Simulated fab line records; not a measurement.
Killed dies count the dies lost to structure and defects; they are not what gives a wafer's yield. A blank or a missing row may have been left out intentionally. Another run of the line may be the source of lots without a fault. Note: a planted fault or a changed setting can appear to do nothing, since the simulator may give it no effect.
Chamber matching -- flow n5 finfet -- N5_ZERO_LAYER_DESCUM_16 on rie diel-05 has 4 sister chambers
The step chemistry O2, time 7.9 s. 20 wafers are shown with their chamber, then 10 later ones without.

## WAFERS PAIRED WITH THEIR CHAMBERS
wafer,chamber,drypump motor current A (A),showerhead plenum p Torr (Torr),throttle valve pct (%)
L074.1,3,5.1,1.99,20.62
L074.3,2,5.0,2.07,20.92
L074.4,1,5.4,2.01,20.19
L075.2,1,5.4,2.01,20.20
L075.5,2,5.0,2.07,20.92
L075.6,3,5.1,1.99,20.61
L076.1,0,6.8,2.22,20.20
L076.2,2,5.0,2.06,20.93
L076.4,3,5.1,1.99,20.60
L079.1,1,5.4,2.00,20.21
L079.3,0,6.8,2.22,20.18
L079.4,2,5.1,2.06,20.93
L082.2,0,6.8,2.22,20.20
L082.4,1,5.4,2.00,20.20
L082.5,0,6.8,2.22,20.19
L086.1,3,5.1,1.98,20.65
L086.3,1,5.4,2.00,20.22
L086.5,2,5.1,2.06,20.54
L090.2,2,5.1,2.06,20.54
L090.3,0,6.8,2.21,20.21

SIGNATURES, as means of the wafers listed above
reading,chamber 0,chamber 1,chamber 2,chamber 3,scatter within a chamber
drypump motor current A,6.800,5.400,5.050,5.100,0.0306
showerhead plenum p Torr,2.2180,2.0040,2.0633,1.9875,0.00505
throttle valve pct,20.1960,20.2040,20.7967,20.6200,0.112
Rule: for a wafer and a chamber, the distance is found by dividing, reading by reading, the gap between the wafer's reading and the chamber's mean by the reading's scatter, squaring, summing and taking the root. The wafer belongs to the nearest chamber; if the next one is less than 2 further off, it can't be placed. The scatter is the square root of a quotient: the sum, over the shown wafers, of each reading's squared deviation from its chamber's mean, divided by wafers minus chambers.

## WAFERS MISSING THEIR CHAMBER
wafer,drypump motor current A (A),showerhead plenum p Torr (Torr),throttle valve pct (%)
L090.5,6.8,2.21,20.23
L093.3,6.8,2.21,20.21
L093.5,5.1,1.98,20.68
L093.6,5.0,2.06,20.53
L094.2,5.1,2.06,20.55
L094.3,5.1,1.98,20.67
L094.5,5.1,2.05,20.55
L097.3,5.1,2.05,20.55
L097.5,5.0,2.05,20.58
L097.6,5.4,1.99,20.26

## WHICH CHAMBER EACH WENT THROUGH
wafer,from the rows above,in truth
L090.5,0,0
L093.3,0,0
L093.5,3,3
L093.6,2,2
L094.2,2,2
L094.3,3,3
L094.5,2,2
L097.3,2,2
L097.5,2,2
L097.6,1,1
Correct placement for 10 of the 10. Not placeable from these rows: 0. Wrongly placed: 0.
